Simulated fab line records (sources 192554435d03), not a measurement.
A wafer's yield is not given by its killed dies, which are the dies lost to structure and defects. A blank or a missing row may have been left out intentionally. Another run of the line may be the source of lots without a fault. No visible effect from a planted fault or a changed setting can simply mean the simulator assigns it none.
Split-lot study + flow n5_finfet + 21 wafers read from 7 lots, route of 1938 steps

== THE SPLIT ==
At N5_WELL_APT_PEB_06 (peb time 90 s), the setting peb_time_s was moved away from the recipe's 90 s on 7 of the 21 wafers read, by -21.7% to -6.4%. For the rest of the wafers, this setting stayed at what the recipe calls for.

== FROM THE SPLIT TO THE READING: what the file shows between them, 2 steps ==
- N5_WELL_APT_DEVELOP_07: develop time 45 s
- N5_WELL_APT_HARDBAKE_12: time 120 s

== THE READING ==
At N5_WELL_APT_CD_MEAS_08: cd_nm in nanometres, against a target cd of 200 nm. Typical for fault-free wafers on this fab line: 199.8 nm, with standard deviation 1.1 nm.

| wafer  | tool, chamber at the split | peb_time_s as run, s | against the recipe | cd_nm, nm | against lot-mates on the recipe |
|--------|----------------------------|----------------------|--------------------|-----------|---------------------------------|
| L075.2 | litho_track-05, 0          | 70.46                | -21.7%             | 190.9     | no lot-mate on the recipe       |
| L075.3 | litho_track-05, 0          | 70.46                | -21.7%             | 190.9     | no lot-mate on the recipe       |
| L075.5 | litho_track-05, 0          | 70.46                | -21.7%             | 191.6     | no lot-mate on the recipe       |
| L077.1 | litho_track-05, 0          | 90                   | recipe             | 197.5     | -                               |
| L077.2 | litho_track-05, 0          | 72.96                | -18.9%             | 190.1     | -8.4                            |
| L077.3 | litho_track-05, 0          | 90                   | recipe             | 199.5     | -                               |
| L081.3 | litho_track-03, 0          | 90                   | recipe             | 200.2     | -                               |
| L081.5 | litho_track-03, 0          | 90                   | recipe             | 198.6     | -                               |
| L081.6 | litho_track-03, 0          | 90                   | recipe             | 200.2     | -                               |
| L085.1 | litho_track-02, 0          | 90                   | recipe             | 198.8     | -                               |
| L085.3 | litho_track-02, 0          | 90                   | recipe             | 199.7     | -                               |
| L085.4 | litho_track-02, 0          | 90                   | recipe             | 201.5     | -                               |
| L090.2 | litho_track-02, 0          | 90                   | recipe             | 198.8     | -                               |
| L090.4 | litho_track-02, 0          | 90                   | recipe             | 199.5     | -                               |
| L090.6 | litho_track-02, 0          | 90                   | recipe             | 200.5     | -                               |
| L092.1 | litho_track-02, 0          | 84.22                | -6.4%              | 198.1     | -0.6                            |
| L092.4 | litho_track-02, 0          | 90                   | recipe             | 198.7     | -                               |
| L092.6 | litho_track-02, 0          | 84.22                | -6.4%              | 196.4     | -2.3                            |
| L097.1 | litho_track-02, 0          | 80.59                | -10.5%             | 194.2     | -5.3                            |
| L097.2 | litho_track-02, 0          | 90                   | recipe             | 199.9     | -                               |
| L097.3 | litho_track-02, 0          | 90                   | recipe             | 199.1     | -                               |

THE FIT
A straight line over all 21 wafers: cd_nm changes by +0.408 nm for each +1% of peb_time_s; r = +0.96; the points scatter about the line by 1 nm.
The same after taking each lot's own level away (the mean of its wafers on the recipe; 18 wafers): +0.43 nm for each +1%; r = +0.92; scatter 0.96 nm.
On that fit, the largest move of peb_time_s shifts the reading by 9.3 nm.
Measured against the standard deviation above, the lots' own levels, which go from 198.50 to 200.00 nm, span 1.4 times it.
The two slopes are in agreement: the lot-to-lot level therefore moves the slope only a little.
Check: with one of the wafers moved furthest among these (-18.9%) left out of the fit, the line predicts -7.38 nm for it against its lot-mates. Against them it came out at -8.4 nm.

== THE OTHER SPLITS THESE WAFERS WENT THROUGH ==
Other splits were also applied to these wafers ahead of the reading. Each is held against what the fit with the lots' levels taken away leaves over:
| other split on the same wafers  | wafers away from the commonest value | r with cd_nm (lot level and that fit taken away) |
|---------------------------------|--------------------------------------|--------------------------------------------------|
| N5_ZERO_LAYER_EXPOSE_08 dose_mj | 8                                    | +0.02                                            |
| N5_ZERO_LAYER_PEB_09 peb_time_s | as run: not given for these wafers   | -                                                |
| N5_WELL_APT_COAT_02 spin_rpm    | 6                                    | +0.32                                            |

== THE WHOLE CHAIN: every reading that the file lists as answering this split, in the file's order ==
| step                   | what it does             | reading                                                         | change (the file's fit)               | r (the file's) |
|------------------------|--------------------------|-----------------------------------------------------------------|---------------------------------------|----------------|
| N5_WELL_APT_CD_MEAS_08 | target cd 200 nm         | cd_nm                                                           | +0.44 nm for each +1% of the setting  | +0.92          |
| N5_WELL_APT_DESCUM_13  | chemistry O2, time 7.9 s | WELL_APT.cd_nm (the simulator's own value, which no gauge read) | +0.448 nm for each +1% of the setting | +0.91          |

== FILE'S OWN FIT ==
cd_nm changes by +0.44 nm for each +1% of peb_time_s, r = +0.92.
